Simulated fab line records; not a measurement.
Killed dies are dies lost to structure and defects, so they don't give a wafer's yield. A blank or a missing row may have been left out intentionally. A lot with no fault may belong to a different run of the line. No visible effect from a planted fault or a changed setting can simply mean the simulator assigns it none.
Check for tools in common | flow nandHarc | 37 wafers sampled across 13 lots

THE REASON FOR OPENING IT
At NHARC_P_CONTACT_CD_MEAS_12 the reading cdNm is flagged on 2 of 13 lots. Wafers without a fault read 89.7 nm, standard deviation 0.7.
Rule: a lot is flagged in two cases, either no wafer of it has a number, or all its wafers with numbers fall more than 4 standard deviations from that mean. All remaining lots are regarded as sound.

lot  | measured     | on       | cdNm (nm), wafer by wafer | flag
L627 | day 5 14:28  | cdSem-03 | 89.1 88.8 89.5            | 
L630 | day 6 00:59  | cdSem-02 | 89.0 89.6 89.2            | 
L633 | day 7 01:04  | cdSem-02 | 89.5 89.5 90.1            | 
L632 | day 7 02:50  | cdSem-01 | 90.2 91.3 91.0            | 
L634 | day 7 11:38  | cdSem-02 | 89.7 89.6 89.4            | 
L636 | day 7 18:35  | cdSem-01 | 89.7 89.3 90.6            | 
L639 | day 8 18:01  | cdSem-01 | 89.3 90.9 89.6            | 
L642 | day 9 06:05  | cdSem-02 | 90.2 90.2 90.8            | 
L645 | day 10 02:05 | cdSem-02 | 80.3 79.9                 | FLAGGED
L644 | day 10 02:14 | cdSem-03 | 81.0 81.1                 | FLAGGED
L646 | day 10 10:30 | cdSem-01 | 89.5 88.7 89.4            | 
L647 | day 10 10:53 | cdSem-02 | 88.3 88.7 89.1            | 
L649 | day 11 04:50 | cdSem-01 | 89.0 88.9 89.4            | 
On average the flagged lots' numbers are 80.6 nm, which is -9.1 nm against the usual, or -13 standard deviations.

EACH LOT AND THE TOOL IT RAN ON
The record holds 4 process steps before the reading, out of a route of 1159 steps. Each cell gives the tool, then ch followed by the chambers the sampled wafers passed through, then the start.
lot  | flag    | NHARC_P_GATE_STRIP_112              | NHARC_P_GATE_RTA_80             | NHARC_P_CONTACT_CMP_01        | NHARC_P_CONTACT_PEB_10
L627 |         | plasmaAsher-02 ch 0,1, day 5 08:26  | rtpAnneal-02 ch 0, day 5 12:15  | cmp-02 ch 0,2, day 5 13:40    | lithoTrack-01 ch 0, day 5 14:23
L630 |         | plasmaAsher-01 ch 0,1, day 5 18:49  | rtpAnneal-01 ch 0, day 5 22:35  | cmp-01 ch 0,1, day 6 00:09    | lithoTrack-04 ch 0, day 6 00:55
L633 |         | plasmaAsher-01 ch 1, day 6 19:12    | rtpAnneal-02 ch 0, day 6 22:49  | cmp-01 ch 0,1,2, day 7 00:16  | lithoTrack-06 ch 0, day 7 00:59
L632 |         | plasmaAsher-01 ch 0,1, day 6 20:32  | rtpAnneal-02 ch 0, day 7 00:26  | cmp-01 ch 0,2, day 7 02:02    | lithoTrack-06 ch 0, day 7 02:45
L634 |         | plasmaAsher-02 ch 0,1, day 7 05:45  | rtpAnneal-02 ch 0, day 7 09:32  | cmp-01 ch 2,3, day 7 10:56    | lithoTrack-06 ch 0, day 7 11:32
L636 |         | plasmaAsher-02 ch 0,1, day 7 12:40  | rtpAnneal-02 ch 0, day 7 16:20  | cmp-03 ch 0,1,3, day 7 17:46  | lithoTrack-06 ch 0, day 7 18:31
L639 |         | plasmaAsher-01 ch 0,1, day 8 12:07  | rtpAnneal-02 ch 0, day 8 15:50  | cmp-01 ch 0,3, day 8 17:20    | lithoTrack-06 ch 0, day 8 17:56
L642 |         | plasmaAsher-01 ch 0,1, day 9 00:14  | rtpAnneal-02 ch 0, day 9 03:50  | cmp-01 ch 0,2,3, day 9 05:16  | lithoTrack-06 ch 0, day 9 05:59
L645 | FLAGGED | plasmaAsher-01 ch 1, day 9 20:05    | rtpAnneal-01 ch 0, day 9 23:50  | cmp-01 ch 1, day 10 01:15     | lithoTrack-06 ch 0, day 10 02:01
L644 | FLAGGED | plasmaAsher-01 ch 1, day 9 20:28    | rtpAnneal-02 ch 0, day 10 00:08 | cmp-02 ch 0, day 10 01:34     | lithoTrack-06 ch 0, day 10 02:08
L646 |         | plasmaAsher-01 ch 0,1, day 10 04:39 | rtpAnneal-02 ch 0, day 10 08:20 | cmp-02 ch 0,1,2, day 10 09:49 | lithoTrack-01 ch 0, day 10 10:25
L647 |         | plasmaAsher-02 ch 0,1, day 10 04:53 | rtpAnneal-02 ch 0, day 10 08:34 | cmp-01 ch 0,2,3, day 10 10:01 | lithoTrack-01 ch 0, day 10 10:48
L649 |         | plasmaAsher-02 ch 0,1, day 10 22:58 | rtpAnneal-01 ch 0, day 11 02:34 | cmp-02 ch 0,3, day 11 04:01   | lithoTrack-01 ch 0, day 11 04:46
What is done by these steps:
- NHARC_P_GATE_STRIP_112: strips in N2/H2, time 200 s.
- NHARC_P_GATE_RTA_80: time 30 s.
- NHARC_P_CONTACT_CMP_01: polishes SiO2, target thk 200 nm.
- NHARC_P_CONTACT_PEB_10: peb time 65 s.
- NHARC_P_CONTACT_CD_MEAS_12: target cd 90 nm.

FLAGGED AGAINST TOTAL, ONE TOOL AT A TIME (gauges that did the reading follow at the end)
step                       | tool           | lots run | flagged | share of the flagged lots | sound lots run after its first flagged lot
NHARC_P_GATE_STRIP_112     | plasmaAsher-01 | 8        | 2       | all                       | 1 (L646)
NHARC_P_GATE_STRIP_112     | plasmaAsher-02 | 5        | 0       | none                      | -
NHARC_P_GATE_RTA_80        | rtpAnneal-01   | 3        | 1       | some                      | 1 (L649)
NHARC_P_GATE_RTA_80        | rtpAnneal-02   | 10       | 1       | some                      | 2 (L646,L647)
NHARC_P_CONTACT_CMP_01     | cmp-01         | 8        | 1       | some                      | 1 (L647)
NHARC_P_CONTACT_CMP_01     | cmp-02         | 4        | 1       | some                      | 2 (L646,L649)
NHARC_P_CONTACT_CMP_01     | cmp-03         | 1        | 0       | none                      | -
NHARC_P_CONTACT_PEB_10     | lithoTrack-01  | 4        | 0       | none                      | -
NHARC_P_CONTACT_PEB_10     | lithoTrack-04  | 1        | 0       | none                      | -
NHARC_P_CONTACT_PEB_10     | lithoTrack-06  | 8        | 2       | all                       | 0
NHARC_P_CONTACT_CD_MEAS_12 | cdSem-01       | 5        | 0       | none                      | -
NHARC_P_CONTACT_CD_MEAS_12 | cdSem-02       | 6        | 1       | some                      | 1 (L647)
NHARC_P_CONTACT_CD_MEAS_12 | cdSem-03       | 2        | 1       | some                      | 0

WHAT THE TABLE PERMITS
Table rows that saw every flagged lot: 2, namely plasmaAsher-01 at NHARC_P_GATE_STRIP_112 and lithoTrack-06 at NHARC_P_CONTACT_PEB_10.
- plasmaAsher-01 at NHARC_P_GATE_STRIP_112: 2 of its 8 lots flagged. Sound lots followed the first flagged one (L646) on it, something a lasting fault affecting the whole tool could not allow.
- lithoTrack-06 at NHARC_P_CONTACT_PEB_10: 2 of its 8 lots flagged. Last sound lot L642 at day 9 05:59, first flagged lot L645 at day 10 02:01; a fault beginning in between fits. Its own readings lie more than 4 standard deviations out on every wafer of the flagged lots: heaterPowerTotalW.
Left over: one tool, lithoTrack-06 at NHARC_P_CONTACT_PEB_10.

WHAT THE SIMULATOR PUT IN
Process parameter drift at NHARC_P_CONTACT_PEB_10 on lithoTrack-06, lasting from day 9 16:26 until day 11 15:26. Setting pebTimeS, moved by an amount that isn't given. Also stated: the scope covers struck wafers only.
Shown lots that were struck: L645, L644. The rule above found the same.
